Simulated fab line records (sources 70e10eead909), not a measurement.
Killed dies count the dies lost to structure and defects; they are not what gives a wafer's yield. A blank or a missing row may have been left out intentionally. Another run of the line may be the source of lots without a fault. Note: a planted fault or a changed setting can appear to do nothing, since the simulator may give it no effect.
fab line records    flow nand_harc    part 2 of 2: steps 22 to 29 of 29
record lots=5  wafers=15  last_day=34
route steps=1302 shown A_CHANNEL_HOLE_D2@597 A_CHANNEL_FILL_D2@610
lots with no fault: from the same line, run without faults
start_h: hours from the record's first day to the start of the lot's first wafer shown    wait_h: how many hours have passed since the lot's step before this one    " repeats the value in the row above    L1.1+2: several wafers, shown together as one row    - either no value or no given start    * or withheld: withheld    < > ~ a bound
route shown NAME@n: NAME is a module with steps in the file, n the number in the route of the first one    usual: average and standard deviation across the fault-free wafers    same: alike in all rows    chamber/n: place in a boat    sites: the reading at each site    _std_site: the values' standard deviation    _edge_site: inner sites' mean taken away from outer sites' mean    radius_mm: how far each site lies from the wafer's centre    mask NAME#n: copy n    behind: tool/chamber where the wafer was last shaped    hold: the reason the lot was held/the length of the hold in hours/how it ended    device: names the non-switching transistor (n, p or np)    end of line: the same wafers' tests at the end of the route    a step with no rows: only its recipe    killed: not the wafer's yield, but the dies lost to structure and defects at the first sort    map: a wafer's dies, marking killed ones x, the rest . and places with no die _
set.NAME: the run value of the setting; set.NAME@STEP: its run value at that earlier step    model.NAME: the simulator's own value behind a step, which no gauge read
lots at selected steps of the route; one table per step, one row per wafer
services: from which hour (start_h, from the record's first day; less than 0 if before it) a tool's chamber was out of use, for how many hours, and why
## steps
# step NHARC_A_CHANNEL_FILL_D2_CVD_18
# recipe target_thk_a=30  temp_c=550  material=poly-Si
# usual spike_tc_top_C=576.3/1.9  zone_power_lower_pct=6.8/0.38
lot.wafer  tool           chamber  start_h  wait_h  spike_tc_top_C  zone_power_lower_pct
L074.1     lpcvd_poly-02  0        322.86   -       574.4           6.8
L074.2     "              0        "        "       572.1           6.9
L074.3     "              0        "        "       572.6           7.0
L075.2     lpcvd_poly-02  0        330.40   -       575.0           6.9
L075.3     "              0        "        "       574.8           6.9
L075.4     "              0        "        "       573.7           6.8
L076.3     lpcvd_poly-01  0        334.95   -       575.7           7.2
L076.4     "              0        "        "       577.1           7.0
L076.6     "              0        "        "       575.1           7.3
L086.1     lpcvd_poly-01  0        446.32   -       574.4           7.2
L086.3     "              0        "        "       574.7           7.3
L086.4     "              0        "        "       575.8           7.1
L097.4     lpcvd_poly-02  0        557.84   -       575.1           6.9
L097.5     "              0        "        "       574.1           6.8
L097.6     "              0        "        "       574.0           6.8
# step NHARC_A_CHANNEL_FILL_D2_ETCHBACK_19
# recipe target_depth_a=50  time_s=1.7  hbr_flow_sccm=150  cl2_flow_sccm=50  rf_w=400  icp_w=400  bias_w=100  chemistry=HBr/Cl2
# usual drypump_motor_current_A=5.9/0.5  mfc_cl2_sccm=49.99/0.15  oes_product_au=0.996/0.011  throttle_valve_pct=26.406/0.0087
lot.wafer  tool       chamber  start_h  wait_h  drypump_motor_current_A  mfc_cl2_sccm  oes_product_au  rf_hours_counter_h  throttle_valve_pct
L074.2     rie_si-05  3        324.90   0.4     5.1                      49.95         1.004           0.0                 26.410
L074.1     "          0        "        "       4.9                      49.74         0.991           0.1                 26.402
L074.3     "          2        "        "       6.5                      50.05         0.998           0.1                 26.401
L075.3     rie_si-06  2        332.51   0.4     5.7                      50.16         1.008           0.7                 26.400
L075.4     "          3        "        "       5.6                      49.88         1.000           0.6                 26.418
L075.2     "          0        "        "       5.6                      50.16         0.996           0.6                 26.417
L076.4     rie_si-05  3        337.01   0.4     5.1                      50.19         1.011           0.1                 26.397
L076.3     "          1        "        "       6.2                      49.89         0.991           0.1                 26.408
L076.6     "          0        "        "       4.9                      49.98         0.988           -                   26.419
L086.1     rie_si-06  2        448.41   0.4     5.8                      50.16         0.973           0.0                 26.392
L086.4     "          3        "        "       5.6                      49.91         0.999           0.1                 26.400
L086.3     "          1        "        "       6.3                      49.76         0.980           0.1                 26.420
L097.4     rie_si-05  0        559.97   0.4     4.9                      49.95         0.988           0.5                 26.408
L097.6     "          3        "        "       5.1                      49.68         0.991           -                   26.415
L097.5     "          0        "        "       4.9                      49.96         0.990           -                   26.418
# step NHARC_A_CHANNEL_FILL_D2_ETCHBACK_20
# recipe target_depth_a=270  time_s=13.5  c4f8_flow_sccm=withheld  o2_flow_sccm=8  ar_flow_sccm=withheld  rf_w=600  bias_w=1500  chemistry=C4F8/O2/Ar
# usual oes_product_au=0.985/0.027  rf_vpp_V=977/5.4
lot.wafer  tool         chamber  start_h  wait_h  oes_product_au  rf_hours_counter_h  rf_vpp_V
L074.1     rie_diel-02  2        325.03   -       0.934           3                   977
L074.2     "            3        "        "       0.917           3                   972
L074.3     "            0        "        "       0.937           3                   982
L075.2     rie_diel-03  2        332.63   -       0.996           1                   987
L075.4     "            3        "        "       0.985           2                   973
L075.3     "            0        "        "       0.991           2                   981
L076.4     rie_diel-02  2        337.14   -       0.993           3                   976
L076.3     "            1        "        "       0.977           3                   974
L076.6     "            2        "        "       0.986           -                   977
L086.3     rie_diel-05  1        448.54   -       0.978           4                   982
L086.4     "            3        "        "       0.991           3                   971
L086.1     "            0        "        "       0.994           3                   979
L097.4     rie_diel-05  0        560.11   -       0.994           22                  978
L097.6     "            2        "        "       1.004           -                   968
L097.5     "            3        "        "       0.995           -                   971
# step NHARC_A_CHANNEL_FILL_D2_STRIP_28
# recipe time_s=20  o2_flow_sccm=500  ar_flow_sccm=0  bias_w=0  chemistry=O2
# usual drypump_motor_current_A=5.7/0.44  oes_product_au=1.001/0.012  rf_vpp_V=57.7/0.92  showerhead_plenum_p_Torr=3.49/0.14  throttle_valve_pct=17.036/0.0094
lot.wafer  tool         chamber  start_h  wait_h  drypump_motor_current_A  oes_product_au  rf_hours_counter_h  rf_vpp_V  showerhead_plenum_p_Torr  throttle_valve_pct
L074.1     rie_diel-02  2        325.12   0.1     5.1                      1.013           3                   58.6      3.50                      17.032
L074.2     "            3        "        "       5.4                      0.997           3                   57.3      3.38                      17.040
L074.3     "            1        "        "       5.9                      0.998           3                   57.0      3.44                      17.027
L075.4     rie_diel-03  3        332.73   0.1     5.1                      1.000           2                   56.2      3.41                      17.042
L075.2     "            0        "        "       5.7                      1.009           2                   58.0      3.60                      17.040
L075.3     "            1        "        "       6.5                      1.014           1                   58.7      3.39                      17.034
L076.4     rie_diel-02  2        337.24   0.1     5.0                      1.005           3                   56.5      3.50                      17.031
L076.3     "            3        "        "       5.4                      1.007           3                   57.2      3.38                      17.044
L076.6     "            0        "        "       6.3                      1.020           -                   58.7      3.64                      17.032
L086.4     rie_diel-05  3        448.63   0.1     5.7                      0.991           3                   56.2      3.34                      17.032
L086.1     "            0        "        "       5.5                      0.995           3                   56.4      3.52                      17.038
L086.3     "            2        "        "       5.7                      1.004           3                   57.4      3.28                      17.044
L097.4     rie_diel-05  2        560.19   0.1     5.7                      1.017           20                  55.8      3.27                      17.036
L097.6     "            1        "        "       5.5                      0.992           -                   57.1      3.64                      17.037
L097.5     "            2        "        "       5.7                      1.013           -                   57.1      3.27                      17.039
# step NHARC_A_CHANNEL_FILL_D2_PRECLEAN_21
# recipe time_s=30  chemistry=dHF
lot.wafer   tool          chamber  start_h  wait_h
L074.1+2+3  wet_bench-03  2,5,6    325.22   -
L075.2+3+4  wet_bench-09  3,5,6    332.82   -
L076.6+4+3  wet_bench-09  3,4,6    337.33   -
L086.1+3+4  wet_bench-03  4,5,0    448.73   -
L097.5+4+6  wet_bench-09  7,1,2    560.28   -
# step NHARC_A_CHANNEL_FILL_D2_SRD_23
lot.wafer   tool          chamber  start_h  wait_h
L074.1+2+3  wet_bench-03  2,5,6    325.24   0.0
L075.2+3+4  wet_bench-09  3,5,6    332.85   0.0
L076.6+4+3  wet_bench-09  3,4,6    337.35   0.0
L086.1+3+4  wet_bench-03  4,5,0    448.76   0.0
L097.5+4+6  wet_bench-09  7,1,2    560.31   0.0
# step NHARC_A_CHANNEL_FILL_D2_CVD_05
# recipe target_thk_a=50  temp_c=550  material=poly-Si
# usual spike_tc_top_C=575.0/1.8  zone_power_lower_pct=6.93/0.27
lot.wafer  tool           chamber  start_h  wait_h  spike_tc_top_C  zone_power_lower_pct
L074.1     lpcvd_poly-03  0        327.59   2.3     578.5           6.30
L074.2     "              0        "        "       578.0           6.38
L074.3     "              0        "        "       577.9           6.33
L075.2     lpcvd_poly-02  0        335.29   2.4     572.4           7.04
L075.3     "              0        "        "       573.5           7.00
L075.4     "              0        "        "       574.6           7.05
L076.3     lpcvd_poly-01  0        339.63   2.3     573.2           7.15
L076.4     "              0        "        "       574.8           7.12
L076.6     "              0        "        "       575.7           7.23
L086.1     lpcvd_poly-02  0        451.19   2.4     573.0           6.97
L086.3     "              0        "        "       572.2           7.03
L086.4     "              0        "        "       572.7           6.91
L097.4     lpcvd_poly-03  0        562.65   2.3     578.6           6.21
L097.5     "              0        "        "       579.7           6.31
L097.6     "              0        "        "       578.0           6.23
# step NHARC_A_CHANNEL_FILL_D2_ANNEAL_22
# recipe temp_c=620  time_s=7200
# usual spike_tc_top_C=642.2/2.4  zone_power_lower_pct=8.6/0.8
lot.wafer  tool        chamber  start_h  wait_h  spike_tc_top_C  zone_power_lower_pct
L074.1     furnace-06  0        332.38   2.9     637.0           9.8
L074.2     "           0        "        "       638.3           9.7
L074.3     "           0        "        "       639.3           9.7
L075.2     furnace-02  0        341.62   4.5     645.0           8.5
L075.3     "           0        "        "       646.0           8.5
L075.4     "           0        "        "       644.8           8.4
L076.3     furnace-02  0        345.18   3.7     645.3           8.3
L076.4     "           0        "        "       645.1           8.5
L076.6     "           0        "        "       646.1           8.4
L086.1     furnace-06  0        455.97   2.9     640.7           9.8
L086.3     "           0        "        "       638.3           9.6
L086.4     "           0        "        "       639.0           9.8
L097.4     furnace-01  0        567.90   3.4     641.6           7.9
L097.5     "           0        "        "       641.6           7.8
L097.6     "           0        "        "       644.6           7.8
## services
tool          chamber  start_h  hours  kind
rie_diel-06   0        280.91   45.9   repair
rie_diel-04   1        282.13   8.7    repair
wet_bench-09  -        283.05   1.1    repair
ald_hk-01     -        298.02   10.0   pm
rie_diel-06   -        307.92   9.0    pm
har_etch-02   -        339.45   2.7    repair
ald_hk-02     -        348.38   10.0   pm
wet_bench-09  -        352.80   8.0    pm
rie_diel-04   -        355.13   9.0    pm
har_etch-02   -        377.04   17.0   pm
wet_bench-03  -        386.40   8.0    pm
rie_diel-06   1        391.11   3.9    repair
rie_diel-06   3        422.77   7.5    repair
rie_diel-04   3        446.53   5.4    repair
rie_diel-04   1        469.56   12.8   repair
ald_hk-01     -        476.02   10.0   pm
rie_diel-06   0        484.66   6.1    repair
rie_diel-06   -        484.96   9.0    pm
ald_hk-02     -        516.84   0.9    repair
ald_hk-02     -        526.38   10.0   pm
wet_bench-09  -        528.80   8.0    pm
rie_diel-04   -        532.13   9.0    pm
wet_bench-03  -        562.40   8.0    pm
rie_diel-06   3        564.28   5.0    repair
